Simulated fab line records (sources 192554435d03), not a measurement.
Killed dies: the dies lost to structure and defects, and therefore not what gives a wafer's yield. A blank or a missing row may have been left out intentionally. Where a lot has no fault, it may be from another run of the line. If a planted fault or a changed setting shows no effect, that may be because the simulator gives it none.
Which tool is to blame? :: flow n5_finfet :: 11 lots with 33 wafers sampled at 4 steps, on a route of 1938 steps

## WHAT THE GAUGES READ, wafer by wafer
N5_BEOL_M15_CD_MEAS_17 targets a cd of 360 nm.
lot: L941
measured: day 11 15:41
on: cd_sem-01
cd_nm (nm): 363.4 361.7 362.8

lot: L942
measured: day 11 21:07
on: cd_sem-03
cd_nm (nm): 361.1 360.1 364.9

lot: L949
measured: day 13 15:19
on: cd_sem-02
cd_nm (nm): 362.3 360.1 360.4

lot: L948
measured: day 14 06:01
on: cd_sem-02
cd_nm (nm): 356.8 361.0 358.2

lot: L952
measured: day 14 09:08
on: cd_sem-01
cd_nm (nm): 359.6 360.7 361.2

lot: L950
measured: day 14 15:33
on: cd_sem-03
cd_nm (nm): 362.5 365.8 365.3

lot: L954
measured: day 14 22:52
on: cd_sem-01
cd_nm (nm): 360.0 361.0 360.8

lot: L955
measured: day 15 02:21
on: cd_sem-03
cd_nm (nm): 362.0 364.1 361.6

lot: L956
measured: day 15 07:25
on: cd_sem-02
cd_nm (nm): 361.6 360.0 360.6

lot: L964
measured: day 17 12:43
on: cd_sem-01
cd_nm (nm): 361.4 361.1 359.7

lot: L963
measured: day 17 19:52
on: cd_sem-02
cd_nm (nm): 362.4 359.3 364.2

## WHICH TOOL RAN EACH LOT (tool, then ch and the chambers of the sampled wafers, then the start)
lot: L941
N5_BEOL_M14_ANNEAL_48: rtp_anneal-01 ch 0, day 11 13:54
N5_BEOL_M15_ILD_DEP_00: pecvd-02 ch 0,1,2, day 11 14:39
N5_BEOL_M15_STRIP_63: rie_diel-04 ch 0,2,3, day 11 15:00

lot: L942
N5_BEOL_M14_ANNEAL_48: rtp_anneal-01 ch 0, day 11 19:14
N5_BEOL_M15_ILD_DEP_00: pecvd-04 ch 0,2, day 11 19:58
N5_BEOL_M15_STRIP_63: rie_diel-04 ch 0,2,3, day 11 20:00

lot: L949
N5_BEOL_M14_ANNEAL_48: rtp_anneal-01 ch 0, day 13 13:16
N5_BEOL_M15_ILD_DEP_00: pecvd-04 ch 0,1,2, day 13 14:03
N5_BEOL_M15_STRIP_63: rie_diel-04 ch 0,2, day 13 15:00

lot: L948
N5_BEOL_M14_ANNEAL_48: rtp_anneal-01 ch 0, day 14 04:09
N5_BEOL_M15_ILD_DEP_00: pecvd-02 ch 0,2, day 14 04:53
N5_BEOL_M15_STRIP_63: rie_diel-01 ch 0,1,3, day 14 05:00

lot: L952
N5_BEOL_M14_ANNEAL_48: rtp_anneal-01 ch 0, day 14 07:04
N5_BEOL_M15_ILD_DEP_00: pecvd-04 ch 0,1,2, day 14 07:53
N5_BEOL_M15_STRIP_63: rie_diel-01 ch 0,3, day 14 08:00

lot: L950
N5_BEOL_M14_ANNEAL_48: rtp_anneal-02 ch 0, day 14 13:28
N5_BEOL_M15_ILD_DEP_00: pecvd-04 ch 0,1, day 14 14:17
N5_BEOL_M15_STRIP_63: rie_diel-04 ch 0,1,2, day 14 15:00

lot: L954
N5_BEOL_M14_ANNEAL_48: rtp_anneal-01 ch 0, day 14 20:54
N5_BEOL_M15_ILD_DEP_00: pecvd-02 ch 1,2, day 14 21:35
N5_BEOL_M15_STRIP_63: rie_diel-01 ch 0,1,3, day 14 22:00

lot: L955
N5_BEOL_M14_ANNEAL_48: rtp_anneal-02 ch 0, day 15 00:20
N5_BEOL_M15_ILD_DEP_00: pecvd-01 ch 0,1,2, day 15 01:05
N5_BEOL_M15_STRIP_63: rie_diel-01 ch 0,2,3, day 15 02:00

lot: L956
N5_BEOL_M14_ANNEAL_48: rtp_anneal-02 ch 0, day 15 05:25
N5_BEOL_M15_ILD_DEP_00: pecvd-01 ch 0,1, day 15 06:09
N5_BEOL_M15_STRIP_63: rie_diel-04 ch 1,2,3, day 15 07:00

lot: L964
N5_BEOL_M14_ANNEAL_48: rtp_anneal-01 ch 0, day 17 10:49
N5_BEOL_M15_ILD_DEP_00: pecvd-02 ch 0,1, day 17 11:34
N5_BEOL_M15_STRIP_63: rie_diel-01 ch 0,2, day 17 12:00

lot: L963
N5_BEOL_M14_ANNEAL_48: rtp_anneal-02 ch 0, day 17 17:49
N5_BEOL_M15_ILD_DEP_00: pecvd-01 ch 0,1,2, day 17 18:35
N5_BEOL_M15_STRIP_63: rie_diel-05 ch 0,1,3, day 17 19:00
- N5_BEOL_M14_ANNEAL_48: time 90 s.
- N5_BEOL_M15_ILD_DEP_00: deposits SiO2 from TEOS/O2, target thk 1629.3 nm, time 346.1 s.
- N5_BEOL_M15_STRIP_63: strips in O2.

## THE ANSWER, worked out from the rows above alone
Rule: what is usual is taken from the lots themselves. Put in order of their means at a reading, lots are off if they are a third of the lots or fewer, leave a main group of 4 or more, and stand apart from it by a gap of 3 or more times the standard deviation of the main group's means; of several such gaps the widest counts. The tables above print the reading to a certain number of digits; a main group whose means all agree to those digits is not used. A lot without any number at a reading at which 4 lots or more have one is off too. All remaining lots with rows at the step are treated as sound.
No lot is off on any of the readings shown, so nothing can be concluded from this.

## WHAT THE SIMULATOR HAD PUT IN
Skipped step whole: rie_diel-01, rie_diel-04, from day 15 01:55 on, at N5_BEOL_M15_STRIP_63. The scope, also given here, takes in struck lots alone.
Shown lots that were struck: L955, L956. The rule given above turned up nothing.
